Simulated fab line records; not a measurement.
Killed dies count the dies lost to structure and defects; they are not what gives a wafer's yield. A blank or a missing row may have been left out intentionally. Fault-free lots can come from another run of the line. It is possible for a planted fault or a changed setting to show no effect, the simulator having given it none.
fab line records    flow n5_finfet
[record] lots = 7  wafers = 19  last_day = 18
route steps=1938 shown ZERO_LAYER@4
lots that met no fault: taken from a fault-free run of the same line
start_h: start of the lot's first displayed wafer, in hours after the record's first day    wait_h: hours from the lot's prior step to this one    " repeats the value in the row above    L1.1+2: a row that stands for several wafers    - value missing, or start not given    * or withheld: withheld    < > ~ a bound
route shown NAME@n: a module of which the file shows steps, and the number in the route of the first    usual: mean/standard deviation taken from wafers without a fault    same: alike in all rows    chamber/n: place in a boat    sites: per-site readings    _std_site: standard deviation of those values    _edge_site: outer sites' mean less inner sites'    radius_mm: for every site, how far away it sits from the centre of the wafer    mask NAME#n: copy n    behind: the last tool/chamber to shape the wafer    hold: what put the lot on hold/how long, in hours/how the hold closed    device: whichever transistor did not switch (one of n, p or np)    end of line: the route-end tests of the same wafers    step lacking rows: just its recipe    killed: dies lost to structure and defects at the first sort, not the wafer's yield    map: dies across one wafer; x = killed, . = not, _ = none there
set.NAME: the setting as run; set.NAME@STEP: as run at that earlier step    model.NAME: the simulator's own value behind a step, which no gauge read
a table for each step, a row for each wafer; lots at some steps of the route
services: a tool's chamber out of use, with start hour (start_h, from the record's first day; less than 0 if before it), hours out, and reason
[[steps]]
[step N5_ZERO_LAYER_PECVD_02]
[recipe] material = SiO2  target_thk_a = 100  temp_c = 400  precursor = SiH4/N2O  pressure_torr = 0.75  rf_w = 275  time_s = 6
[usual] heater_power_w = 764/110  showerhead_plenum_p_Torr = 8.09/0.082
[same] time_s = 6
lot.wafer  tool      chamber  start_h  wait_h  heater_power_w  showerhead_plenum_p_Torr  since_wet_clean_h
L813.1     pecvd-01  0        24.28    0.0     655             8.22                      48
L813.3     "         1        "        "       1011            8.11                      1634
L813.4     "         0        "        "       651             8.22                      -
L814.2     pecvd-03  1        30.28    0.0     691             8.05                      1459
L814.3     "         1        "        "       685             8.05                      -
L814.5     "         0        "        "       818             8.18                      -
L824.2     pecvd-02  2        90.28    0.0     890             8.04                      2063
L824.5     "         1        "        "       764             8.07                      -
L826.2     pecvd-03  1        102.28   0.0     697             8.03                      1531
L826.3     "         2        "        "       786             8.07                      52
L826.5     "         0        "        "       809             8.19                      -
L827.4     pecvd-01  0        108.31   0.1     663             8.23                      -
L827.5     "         2        "        "       654             8.20                      -
L833.3     pecvd-02  2        144.28   0.0     765             8.04                      2117
L833.4     "         2        "        "       774             8.04                      -
L833.5     "         0        "        "       739             7.98                      -
L834.2     pecvd-02  0        150.28   0.0     749             7.97                      673
L834.4     "         0        "        "       742             7.99                      -
L834.6     "         2        "        "       915             8.05                      -
[step N5_ZERO_LAYER_HMDS_04]
[recipe] time_s = 60  temp_c = 120
[step N5_ZERO_LAYER_COAT_05]
[recipe] spin_rpm = 1500  resist_thk_nm = 1000
[step N5_ZERO_LAYER_EBR_07]
[recipe] solvent = PGMEA  ebr_width_mm = 1.5
[step N5_ZERO_LAYER_SOFTBAKE_06]
[recipe] temp_c = 100  time_s = 90
[step N5_ZERO_LAYER_EXPOSE_08]
[recipe] mask_id = ZERO  na = 0.55  source_shape = conventional  sigma_outer = 0.8  polarization = unpolarized  defocus_nm = 0  target_cd_nm = 2000  dose_mj = 16.2
[step N5_ZERO_LAYER_PEB_09]
[recipe] peb_temp_c = withheld  peb_time_s = *
[step N5_ZERO_LAYER_DEVELOP_10]
[recipe] develop_time_s = 60  rinse_liquid = diw  dry = air_spin  dev_temp_c = 21
[step N5_ZERO_LAYER_HARDBAKE_23]
[recipe] temp_c = 130  time_s = 120
[step N5_ZERO_LAYER_CD_MEAS_11]
[recipe] target_cd_nm = 2000  landing_energy_ev = 500  detector = se_inlens
[usual] cd_nm = 1999.4/2.7
lot.wafer  tool       chamber  start_h  wait_h  cd_nm
L813.1     cd_sem-03  0        24.64    -       1997.4
L813.3     "          0        "        "       1996.0
L813.4     "          0        "        "       1996.9
L814.2     cd_sem-02  0        30.80    -       1998.1
L814.3     "          0        "        "       1998.8
L814.5     "          0        "        "       1994.8
L824.2     cd_sem-02  0        90.77    -       1998.6
L824.5     "          0        "        "       1998.1
L826.2     cd_sem-02  0        102.64   -       1995.7
L826.3     "          0        "        "       1998.9
L826.5     "          0        "        "       1996.6
L827.4     cd_sem-03  0        108.77   -       2003.9
L827.5     "          0        "        "       1999.2
L833.3     cd_sem-01  0        144.64   -       1998.6
L833.4     "          0        "        "       1999.9
L833.5     "          0        "        "       2002.9
L834.2     cd_sem-03  0        150.64   -       2000.1
L834.4     "          0        "        "       2001.5
L834.6     "          0        "        "       1998.5
[step N5_ZERO_LAYER_DESCUM_16]
[recipe] chemistry = O2  time_s = 7.9  source_power_w = 50  bias_power_w = 20  pressure_mtorr = 20  rf_frequency_hz = 2.712e+07  temp_c = 40  o2_flow_sccm = 225
[usual] drypump_motor_current_A = 5.7/0.41  oes_product_au = 0.75/0.047  rf_vpp_V = 243.0/1.2  showerhead_plenum_p_Torr = 2.09/0.074  throttle_valve_pct = 20.6/0.32
[same] time_s = 7.9
lot.wafer  tool         chamber  start_h  wait_h  drypump_motor_current_A  oes_product_au  rf_hours_counter_h  rf_vpp_V  showerhead_plenum_p_Torr  throttle_valve_pct
L813.1     rie_diel-01  1        24.82    0.2     5.3                      0.79            115                 242.0     1.99                      20.4
L813.3     "            0        "        "       6.5                      0.76            125                 243.3     2.11                      20.3
L813.4     "            2        "        "       6.1                      0.80            110                 243.7     2.20                      20.1
L814.2     rie_diel-01  1        30.98    0.2     5.3                      0.79            117                 240.3     1.99                      20.4
L814.3     "            3        "        "       6.0                      0.75            154                 242.2     2.02                      21.0
L814.5     "            0        "        "       6.4                      0.76            -                   242.1     2.11                      20.3
L824.2     rie_diel-03  2        90.80    0.0     5.9                      0.71            226                 241.6     2.07                      21.0
L824.5     "            0        "        "       5.3                      0.76            -                   244.0     2.20                      20.8
L826.2     rie_diel-03  1        102.68   0.0     5.1                      0.69            205                 243.0     2.06                      20.8
L826.3     "            0        "        "       5.4                      0.75            164                 244.4     2.20                      20.8
L826.5     "            0        "        "       5.4                      0.76            -                   244.1     2.20                      20.8
L827.4     rie_diel-03  2        108.82   0.1     5.8                      0.70            -                   242.0     2.07                      21.0
L827.5     "            0        "        "       5.4                      0.75            -                   243.3     2.20                      20.8
L833.3     rie_diel-01  2        144.68   0.0     6.1                      0.76            145                 244.3     2.18                      20.1
L833.4     "            1        "        "       5.3                      0.76            144                 243.1     1.98                      20.4
L833.5     "            0        "        "       6.4                      0.74            -                   243.9     2.10                      20.3
L834.2     rie_diel-02  1        150.69   0.0     5.6                      0.78            143                 241.9     2.01                      20.7
L834.4     "            2        "        "       5.9                      0.77            140                 242.7     2.09                      20.4
L834.6     "            0        "        "       5.6                      0.67            -                   243.5     2.15                      20.4
[step N5_ZERO_LAYER_ETCH_17]
[recipe] chemistry = CF4  target = SiO2  target_depth_a = 120  time_s = 13.3  ion_energy_ev = 350  pressure_mtorr = 40  source_w = 450  bias_w = 215  Ar_flow_sccm = 100  cf4_flow_sccm = 100
[usual] drypump_motor_current_A = 5.7/0.41  oes_product_au = 0.76/0.048  rf_vpp_V = 948/4.2  showerhead_plenum_p_Torr = 2.13/0.069  throttle_valve_pct = 15.79/0.28
[same] time_s = 13.3
lot.wafer  tool         chamber  start_h  wait_h  drypump_motor_current_A  oes_product_au  rf_hours_counter_h  rf_vpp_V  showerhead_plenum_p_Torr  throttle_valve_pct
L813.1     rie_diel-01  1        24.86    0.0     5.3                      0.79            115                 945       2.05                      15.68
L813.3     "            0        "        "       6.4                      0.79            125                 950       2.13                      15.35
L813.4     "            2        "        "       6.1                      0.79            110                 956       2.23                      15.37
L814.2     rie_diel-01  1        31.01    0.0     5.3                      0.79            117                 944       2.05                      15.69
L814.3     "            3        "        "       6.1                      0.78            154                 945       2.05                      16.05
L814.5     "            0        "        "       6.4                      0.77            -                   948       2.13                      15.37
L824.2     rie_diel-03  2        90.84    0.0     5.9                      0.73            226                 947       2.11                      16.19
L824.5     "            0        "        "       5.4                      0.77            -                   953       2.24                      16.02
L826.2     rie_diel-03  1        102.71   0.0     5.1                      0.68            205                 949       2.13                      16.13
L826.3     "            0        "        "       5.4                      0.75            164                 954       2.23                      16.00
L826.5     "            0        "        "       5.4                      0.75            -                   955       2.23                      16.01
L827.4     rie_diel-03  2        108.87   0.0     5.9                      0.72            -                   947       2.11                      16.23
L827.5     "            0        "        "       5.4                      0.76            -                   954       2.23                      16.02
L833.3     rie_diel-01  2        144.71   0.0     6.1                      0.75            145                 954       2.22                      15.46
L833.4     "            1        "        "       5.3                      0.75            144                 943       2.04                      15.74
L833.5     "            0        "        "       6.4                      0.75            -                   948       2.12                      15.44
L834.2     rie_diel-02  1        150.73   0.0     5.6                      0.78            143                 943       2.05                      15.85
L834.4     "            2        "        "       5.9                      0.74            140                 949       2.14                      15.73
L834.6     "            0        "        "       5.6                      0.65            -                   954       2.20                      15.73
[step N5_ZERO_LAYER_ETCH_18]
[recipe] chemistry = HBr/Cl2  target = Si  target_depth_a = 1200  time_s = 40  pressure_mtorr = 10  icp_w = 800  bias_w = 75  HBr_flow_sccm = 150  Cl2_flow_sccm = 80
[usual] drypump_motor_current_A = 5.8/0.33  oes_product_au = 0.997/0.013  throttle_valve_pct = 36.3/0.37
[same] time_s = 40
lot.wafer  tool       chamber  start_h  wait_h  drypump_motor_current_A  oes_product_au  rf_hours_counter_h  throttle_valve_pct  model.etch.depth_nm  model.ZERO_LAYER.feature_depth_nm  model.coat_of_ZERO_LAYER_COAT_05.thk_nm
L813.1     rie_si-04  2        24.93    0.0     5.7                      1.004           91                  36.7                118.5                118.5                              933.3
L813.3     "          1        "        "       5.8                      0.989           205                 36.0                118.7                118.7                              929.6
L813.4     "          0        "        "       5.6                      0.991           6                   35.9                119.6                119.6                              928.9
L814.2     rie_si-01  3        31.08    0.0     6.2                      1.012           75                  37.2                120.9                120.9                              930.7
L814.3     "          0        "        "       5.5                      0.988           85                  36.3                125.1                125.1                              931.4
L814.5     "          3        "        "       6.2                      1.015           -                   37.2                119.6                119.6                              934.6
L824.2     rie_si-04  2        90.91    0.0     5.7                      0.994           93                  36.7                75.17                75.17                              948.3
L824.5     "          1        "        "       5.8                      1.013           -                   36.2                118.7                118.7                              935.1
L826.2     rie_si-04  0        102.79   0.0     5.6                      0.972           8                   35.9                78.01                78.01                              946.1
L826.3     "          1        "        "       5.8                      1.011           1                   36.2                119.4                119.4                              932.3
L826.5     "          2        "        "       5.6                      1.004           -                   36.7                116.8                116.8                              930.3
L827.4     rie_si-04  1        108.95   0.1     5.8                      0.996           -                   36.2                75.46                75.46                              945.3
L827.5     "          0        "        "       5.6                      0.984           -                   35.8                120.9                120.9                              928.7
L833.3     rie_si-01  3        144.79   0.0     6.2                      1.008           77                  37.2                119.3                119.3                              934.4
L833.4     "          2        "        "       5.6                      0.978           7                   36.3                113.8                113.8                              938.4
L833.5     "          0        "        "       5.5                      0.985           -                   36.4                123.5                123.5                              933.4
L834.2     rie_si-01  1        150.80   0.0     6.0                      1.004           79                  36.2                120.2                120.2                              930.4
L834.4     "          0        "        "       5.5                      0.985           87                  36.3                122.6                122.6                              930.2
L834.6     "          2        "        "       5.6                      0.975           -                   36.3                113                  113                                930.7
[step N5_ZERO_LAYER_STRIP_24]
[recipe] chemistry = O2  power_w = 1000  temp_c = 250  overash_fraction = 0.3  pressure_mtorr = 1000  o2_flow_sccm = 6750
[usual] drypump_motor_current_A = 5.60/0.25  heater_power_w = 358/33  oes_product_au = 0.646/0.0044  strip_time_to_endpoint_s = 43.88/0.088
lot.wafer  tool             chamber  start_h  wait_h  drypump_motor_current_A  heater_power_w  oes_product_au  rf_hours_counter_h  strip_time_to_endpoint_s
L813.1     plasma_asher-01  1        25.04    0.1     5.55                     393             0.646           26                  43.94
L813.3     "                0        "        "       5.85                     357             0.648           -                   43.81
L813.4     "                1        "        "       5.53                     390             0.650           -                   43.79
L814.2     plasma_asher-02  1        31.19    0.1     5.79                     376             0.647           83                  43.87
L814.3     "                1        "        "       5.80                     356             0.642           -                   43.88
L814.5     "                0        "        "       5.18                     305             0.652           -                   43.98
L824.2     plasma_asher-01  1        91.02    0.1     5.58                     392             0.655           39                  44.38
L824.5     "                1        "        "       5.56                     383             0.650           -                   43.99
L826.2     plasma_asher-01  1        102.89   0.1     5.53                     388             0.639           41                  44.32
L826.3     "                1        "        "       5.53                     393             0.648           -                   43.92
L826.5     "                1        "        "       5.52                     378             0.646           -                   43.85
L827.4     plasma_asher-01  0        109.04   0.0     5.87                     372             0.650           -                   44.29
L827.5     "                1        "        "       5.55                     396             0.649           -                   43.80
L833.3     plasma_asher-01  1        144.91   0.1     5.54                     390             0.644           -                   43.98
L833.4     "                0        "        "       5.84                     371             0.643           -                   44.09
L833.5     "                0        "        "       5.82                     371             0.638           -                   43.96
L834.2     plasma_asher-01  1        150.90   0.1     5.54                     383             0.636           50                  43.85
L834.4     "                0        "        "       5.84                     378             0.643           -                   43.83
L834.6     "                0        "        "       5.85                     371             0.646           -                   43.85
[step N5_ZERO_LAYER_STRIP_19]
[recipe] chemistry = SPM  time_s = 900  temp_c = 130  h2so4_h2o2_vol_ratio = 4  dry = ipa_marangoni
[[services]]
tool             chamber  start_h  hours  kind
rie_diel-02      3        1.24     2.4    repair
pecvd-02         -        1.66     0.5    repair
rie_si-04        -        5.48     2.8    pm
pecvd-02         -        9.42     2.8    pm
rie_diel-01      0        16.69    6.4    repair
pecvd-03         2        21.12    -      clean
rie_si-04        -        22.79    1.1    repair
plasma_asher-01  -        23.69    1.1    repair
rie_si-04        1        40.83    -      clean
rie_si-04        1        40.83    -      consumable_replace:focus_ring
rie_si-04        1        40.83    23.6   scheduled_down
rie_si-04        1        40.83    23.6   vent_cycle
rie_si-04        3        41.88    2.1    repair
pecvd-01         2        82.28    19.0   repair
rie_si-01        0        83.12    11.9   repair
pecvd-02         0        84.33    4.5    repair
pecvd-03         -        90.35    5.5    pm
rie_si-04        3        101.02   8.2    repair
rie_diel-03      3        101.29   10.9   repair
rie_diel-01      -        109.57   5.3    repair
pecvd-01         -        125.27   0.5    repair
rie_diel-01      1        126.45   15.1   repair
pecvd-03         1        139.51   3.6    repair
rie_diel-03      3        146.00   3.7    repair
[[key]]
[first_sign] step = N5_ZERO_LAYER_STRIP_24  reading = strip_time_to_endpoint_s  direction = up  sigmas = 5.1  usual = *  struck = *
effect none on later readings
[model_effect] step = N5_ZERO_LAYER_ETCH_18  value = etch.depth_nm  without = 119.1  struck = 76.21
met_at N5_ZERO_LAYER_ETCH_18
struck_wafers L824.2,L826.2,L827.4
tester_left_out L824,L826,L827
onset_between 24.93 90.91
[fault] kind = process_parameter_drift  tool = rie_si-04  chamber = -  onset_h = 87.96  steps = N5_ZERO_LAYER_ETCH_18  channel = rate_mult  offset = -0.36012  shape = step  end_h = 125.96  scope = struck_wafers_only
// tester_left_out: of these lots the tester's yield and bins aren't shown, on N5 and GAA mostly nor the transistor test; their killed dies are dies lost to structure and defects alone, not to doping, threshold or leakage, so they don't give the yield
